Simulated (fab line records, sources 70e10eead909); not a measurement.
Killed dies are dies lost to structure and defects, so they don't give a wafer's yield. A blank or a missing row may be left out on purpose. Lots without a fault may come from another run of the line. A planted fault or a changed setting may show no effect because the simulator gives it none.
Chamber matching | flow nand_harc | NHARC_A_CHANNEL_FILL_D1_ALD_25 on ald_hk-01: 4 sister chambers
The step deposits SiOx, target thk 60 nm, pulse time 10 s, ald cycles 600. 8 wafers are shown with their chamber, then 10 later ones without.

WAFERS WITH THEIR CHAMBER
wafer  | chamber | heater_power_w (W) | susceptor_temp_C (C)
L081.2 | 1       | 434                | 300.07
L084.4 | 2       | 543                | 299.98
L084.5 | 2       | 525                | 299.66
L086.1 | 3       | 452                | 299.83
L086.2 | 0       | 608                | 299.85
L086.6 | 3       | 467                | 300.21
L088.1 | 0       | 599                | 300.06
L088.2 | 1       | 441                | 299.89

WAFERS WITHOUT THEIR CHAMBER
wafer  | heater_power_w (W) | susceptor_temp_C (C)
L088.3 | 518                | 300.01
L091.1 | 592                | 299.75
L091.3 | 453                | 300.01
L091.5 | 514                | 300.04
L092.1 | 541                | 299.80
L092.2 | 602                | 299.80
L092.5 | 522                | 300.03
L097.1 | 451                | 299.92
L097.2 | 529                | 299.99
L097.3 | 590                | 300.12

WHICH CHAMBER EACH WENT THROUGH
wafer  | from the rows above     | in truth
L088.3 | 2                       | 2
L091.1 | 0                       | 0
L091.3 | can't be placed: 3 or 1 | 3
L091.5 | 2                       | 2
L092.1 | 2                       | 2
L092.2 | 0                       | 0
L092.5 | 2                       | 2
L097.1 | can't be placed: 3 or 1 | 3
L097.2 | 2                       | 2
L097.3 | 0                       | 0
Placed correctly: 8 of 10. Can't be placed from these rows: 2 (the true chamber is among the candidates in 2). Placed wrongly: 0.
How it was worked out, from the rows above alone: a wafer's distance from a chamber is the root of the sum, over the readings, of the square of ((its reading less the chamber's mean) divided by the reading's scatter). The wafer belongs to the nearest chamber; if the next one is less than 2 further off, it can't be placed. A chamber's mean is the mean of its shown wafers. The scatter: the root of (the sum of the squares of (reading less its chamber's mean) over the shown wafers, divided by (wafers less chambers)).
